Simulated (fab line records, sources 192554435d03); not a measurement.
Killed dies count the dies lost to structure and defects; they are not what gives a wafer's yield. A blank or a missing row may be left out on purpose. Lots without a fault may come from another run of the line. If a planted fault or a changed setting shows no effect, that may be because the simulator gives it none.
Matching of chambers + flow n5 finfet + cvd co-02 running N5_BEOL_M5_CO_CAP_78: 3 sister chambers
The step material Co, precursor CCTBA/H2, target thk 2 nm, time 102.1 s. 6 wafers are shown with their chamber, then 12 later ones without.

EACH WAFER AND ITS CHAMBER
| wafer  | chamber | heater power w (W) |
|--------|---------|--------------------|
| L085.4 | 0       | 267                |
| L086.1 | 1       | 214                |
| L086.6 | 2       | 212                |
| L087.1 | 0       | 276                |
| L087.2 | 1       | 215                |
| L087.3 | 2       | 211                |

WAFERS WITH NO CHAMBER GIVEN
| wafer  | heater power w (W) |
|--------|--------------------|
| L091.1 | 219                |
| L091.2 | 218                |
| L091.6 | 214                |
| L095.1 | 214                |
| L095.4 | 208                |
| L095.5 | 219                |
| L097.2 | 214                |
| L097.3 | 214                |
| L097.6 | 218                |
| L094.1 | 216                |
| L094.4 | 274                |
| L094.6 | 210                |

WHICH CHAMBER EACH WENT THROUGH
| wafer  | from the rows above     | in truth |
|--------|-------------------------|----------|
| L091.1 | can't be placed: 1 or 2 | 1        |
| L091.2 | can't be placed: 1 or 2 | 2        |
| L091.6 | can't be placed: 1 or 2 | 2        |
| L095.1 | can't be placed: 1 or 2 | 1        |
| L095.4 | can't be placed: 2 or 1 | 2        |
| L095.5 | can't be placed: 1 or 2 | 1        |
| L097.2 | can't be placed: 1 or 2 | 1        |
| L097.3 | can't be placed: 1 or 2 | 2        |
| L097.6 | can't be placed: 1 or 2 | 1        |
| L094.1 | can't be placed: 1 or 2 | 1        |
| L094.4 | 0                       | 0        |
| L094.6 | can't be placed: 2 or 1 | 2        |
Correctly placed: 1 of 12. Not placeable from these rows: 11 (in 11, the candidates include the true chamber). Placed wrongly: 0.
How it was worked out, from the rows above alone: a wafer's distance from a chamber is the root of the sum, over the readings, of the square of ((its reading less the chamber's mean) divided by the reading's scatter). If the next closest chamber is less than 2 further off than the closest, the wafer can't be placed; otherwise it belongs to the closest. Each chamber's mean is taken over the wafers shown for it. The scatter is the square root of a quotient: the sum, over the shown wafers, of each reading's squared deviation from its chamber's mean, divided by wafers minus chambers.
